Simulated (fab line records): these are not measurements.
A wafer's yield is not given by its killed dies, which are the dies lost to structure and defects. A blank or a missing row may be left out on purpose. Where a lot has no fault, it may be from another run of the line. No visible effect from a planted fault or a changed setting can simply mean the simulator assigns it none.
Matching of chambers + flow nand harc + 4 sister chambers for NHARC_P_BONDPAD_CMP_19 on cmp-03
The step polishes, t overpolish 30 s, cu recess touch 16 s, target thk 160.81 nm. 8 wafers are shown with their chamber, then 9 later ones without.

== WAFERS, EACH WITH ITS CHAMBER ==
| wafer  | chamber | motor current A (A) | overpolish run s (s) |
|--------|---------|---------------------|----------------------|
| L083.4 | 1       | 13.7                | 30.016               |
| L083.6 | 2       | 11.9                | 29.990               |
| L085.1 | 1       | 14.1                | 30.004               |
| L085.3 | 3       | 11.7                | 29.990               |
| L085.6 | 0       | 13.3                | 29.992               |
| L085.2 | 0       | 12.6                | 30.007               |
| L085.4 | 2       | 11.7                | 29.989               |
| L085.5 | 3       | 11.8                | 30.005               |

== WAFERS WITHOUT THEIR CHAMBER ==
| wafer  | motor current A (A) | overpolish run s (s) |
|--------|---------------------|----------------------|
| L090.3 | 11.8                | 30.010               |
| L090.4 | 12.0                | 29.999               |
| L090.5 | 14.3                | 30.002               |
| L095.2 | 12.8                | 29.984               |
| L095.3 | 11.0                | 29.991               |
| L095.6 | 11.7                | 30.000               |
| L097.1 | 12.1                | 29.999               |
| L097.2 | 12.1                | 29.999               |
| L097.4 | 13.2                | 29.994               |

== WHICH CHAMBER EACH ONE RAN IN ==
| wafer  | from the rows above          | in truth |
|--------|------------------------------|----------|
| L090.3 | can't be placed: 3 or 2      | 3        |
| L090.4 | can't be placed: 3 or 2      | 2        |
| L090.5 | 1                            | 1        |
| L095.2 | can't be placed: 0 or 2      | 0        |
| L095.3 | can't be placed: 3 or 2      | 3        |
| L095.6 | can't be placed: 3 or 2      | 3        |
| L097.1 | can't be placed: 3 or 2 or 0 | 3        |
| L097.2 | can't be placed: 3 or 2 or 0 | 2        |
| L097.4 | can't be placed: 0 or 1      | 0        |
Correctly placed: 1 of 9. From these rows, 8 cannot be placed; in 8 the true chamber is one of the candidates. 0 placed wrongly.
How it was worked out, from the rows above alone: a wafer's distance from a chamber is the root of the sum, over the readings, of the square of ((its reading less the chamber's mean) divided by the reading's scatter). If the next closest chamber is less than 2 further off than the closest, the wafer can't be placed; otherwise it belongs to the closest. The mean given for a chamber averages the wafers shown for that chamber. The scatter is the square root of a quotient: the sum, over the shown wafers, of each reading's squared deviation from its chamber's mean, divided by wafers minus chambers.
